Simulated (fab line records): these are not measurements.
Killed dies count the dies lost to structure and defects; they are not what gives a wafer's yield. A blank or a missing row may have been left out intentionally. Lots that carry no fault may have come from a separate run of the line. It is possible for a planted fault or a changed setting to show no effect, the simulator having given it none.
Comparing a struck lot with a sound one | flow n5 finfet | 14 steps out of a route of 1938
Sound: these wafers, L228.4, L228.6. Struck: wafers L235.1, L235.2, L235.6. Last of all comes the cause.
Per side, at each step with rows, come the tool, then ch with its chambers, and then its first start. Under that, the readings that differ: sound wafers | struck wafers | difference of the means | sigmas: that difference in standard deviations of wafers without a fault.
alike: words and numbers the same on both sides, and readings whose means are apart by under 2 such deviations; not compared: readings that were withheld, readings missing a value for some wafer, numbers with overlapping values and no deviation given by the record, and bounds like >300 which may hide the same value.
Wherever a step has rows on one side only, a row that says differs or no value, or a row with sigmas, the two part there. Numbers that have no deviation but don't overlap get no sigmas and don't part them. A reading missing from all wafers of one side parts the sides only when that side holds two or more wafers.

N5_MOL_CONTACT_COAG_ETCH_47: etches SiNx in CH3F/O2, stops on W, target depth 27 nm.
  sound on rie diel-06 ch 0,2, day 7 00:12; struck on rie diel-03 ch 0,2,3, day 8 23:52
  reading                | sound       | struck            | difference | sigmas
  throttle valve pct (%) | 15.84 15.86 | 16.12 16.68 16.41 | +0.55      | +2
  alike: bias w, drypump motor current A, etch rf on time s, oes product au, rf vpp V, showerhead plenum p Torr
  not compared: rf hours counter h
N5_MOL_CONTACT_COAG_STRIP_119: strips in N2/H2, time 30 s.
  sound on plasma asher-01 ch 1, day 7 00:16; struck on plasma asher-01 ch 0,1, day 8 23:57
  alike: drypump motor current A, heater power w
  not compared: rf hours counter h
then, 2 steps without rows for these wafers: N5_MOL_CONTACT_COAG_PRECLEAN_144 (cleans in alkaline clean, time 60 s); N5_MOL_CONTACT_COAG_SRD_145 (time 30 s).
N5_MOL_CONTACT_COAG_CD_MEAS_137: target cd 16 nm.
  struck on cd sem-01, day 9 00:05; sound on cd sem-02, day 7 00:24
  alike: cd nm
then, 7 steps without rows for these wafers: N5_MOL_CONTACT_COAG_COAT_62 (time 60 s, resist thk 60 nm); N5_MOL_CONTACT_COAG_COAT_63 (time 60 s, resist thk 10 nm); N5_MOL_CONTACT_COAG_COAT_64 (time 60 s, resist thk 10 nm); N5_MOL_CONTACT_COAG_COAT_34 (resist thk 40 nm); N5_MOL_CONTACT_COAG_EBR_36; N5_MOL_CONTACT_COAG_SOFTBAKE_35 (time 60 s); N5_MOL_CONTACT_COAG_EXPOSE_37 (exposes mask VD, defocus 0 nm).
N5_MOL_CONTACT_COAG_PEB_38: peb time 60 s.
  sound on litho track-03 ch 0, day 7 00:47; struck on litho track-02, day 9 00:21
  no value came back on the struck wafers for chill plate temp C (C), exhaust pa (Pa); on the sound wafers chill plate temp C (C) reads 22.82 22.87
then, 1 step without rows for these wafers: N5_MOL_CONTACT_COAG_DEVELOP_39 (develop time 30 s).

WHERE THEY PART
Last at N5_MOL_CONTACT_COAG_PEB_38 as far as this record goes, first at N5_MOL_CONTACT_COAG_ETCH_47.

WHY: what had been put in by the simulator
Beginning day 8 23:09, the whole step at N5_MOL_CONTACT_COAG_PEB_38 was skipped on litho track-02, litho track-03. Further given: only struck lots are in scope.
